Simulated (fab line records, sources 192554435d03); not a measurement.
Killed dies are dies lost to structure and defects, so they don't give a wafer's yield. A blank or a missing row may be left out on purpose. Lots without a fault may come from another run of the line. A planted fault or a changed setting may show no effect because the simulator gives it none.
Chamber matching | flow n5_finfet | N5_BEOL_M2_PRE_CLEAN_60 on cvd_co-02: 3 sister chambers
The step time 15 s. 27 wafers are shown with their chamber, then 12 later ones without.

WAFERS WITH THEIR CHAMBER
wafer  | chamber | heater_power_w (W)
L074.1 | 1       | 99
L074.4 | 2       | 75
L074.6 | 0       | 92
L075.1 | 1       | 99
L075.2 | 2       | 76
L075.6 | 2       | 74
L078.2 | 2       | 74
L078.3 | 0       | 90
L078.6 | 1       | 97
L077.4 | 1       | 99
L077.5 | 0       | 93
L077.6 | 2       | 75
L080.2 | 0       | 93
L080.4 | 1       | 99
L080.5 | 2       | 73
L081.1 | 1       | 100
L081.2 | 2       | 75
L081.6 | 0       | 92
L084.1 | 0       | 92
L084.3 | 2       | 76
L084.4 | 2       | 74
L085.1 | 2       | 76
L085.4 | 1       | 101
L085.6 | 2       | 75
L087.1 | 1       | 102
L087.2 | 0       | 95
L087.5 | 0       | 92

SIGNATURES (means of the wafers above)
reading        | chamber 0 | chamber 1 | chamber 2 | scatter within a chamber
heater_power_w | 92.38     | 99.50     | 74.82     | 1.28
Rule: a wafer's distance from a chamber is the root of the sum, over the readings, of the square of ((its reading less the chamber's mean) divided by the reading's scatter). The wafer belongs to the nearest chamber; if the next one is less than 2 further off, it can't be placed. The scatter: the root of (the sum of the squares of (reading less its chamber's mean) over the shown wafers, divided by (wafers less chambers)).

WAFERS WITHOUT THEIR CHAMBER
wafer  | heater_power_w (W)
L089.2 | 92
L089.3 | 101
L089.5 | 91
L093.2 | 102
L093.4 | 74
L093.6 | 91
L095.2 | 91
L095.5 | 98
L095.6 | 76
L096.2 | 77
L096.5 | 91
L096.6 | 77

WHICH CHAMBER EACH WENT THROUGH
wafer  | from the rows above | in truth
L089.2 | 0                   | 0
L089.3 | 1                   | 1
L089.5 | 0                   | 0
L093.2 | 1                   | 1
L093.4 | 2                   | 2
L093.6 | 0                   | 0
L095.2 | 0                   | 0
L095.5 | 1                   | 1
L095.6 | 2                   | 2
L096.2 | 2                   | 2
L096.5 | 0                   | 0
L096.6 | 2                   | 2
Placed correctly: 12 of 12. Can't be placed from these rows: 0. Placed wrongly: 0.
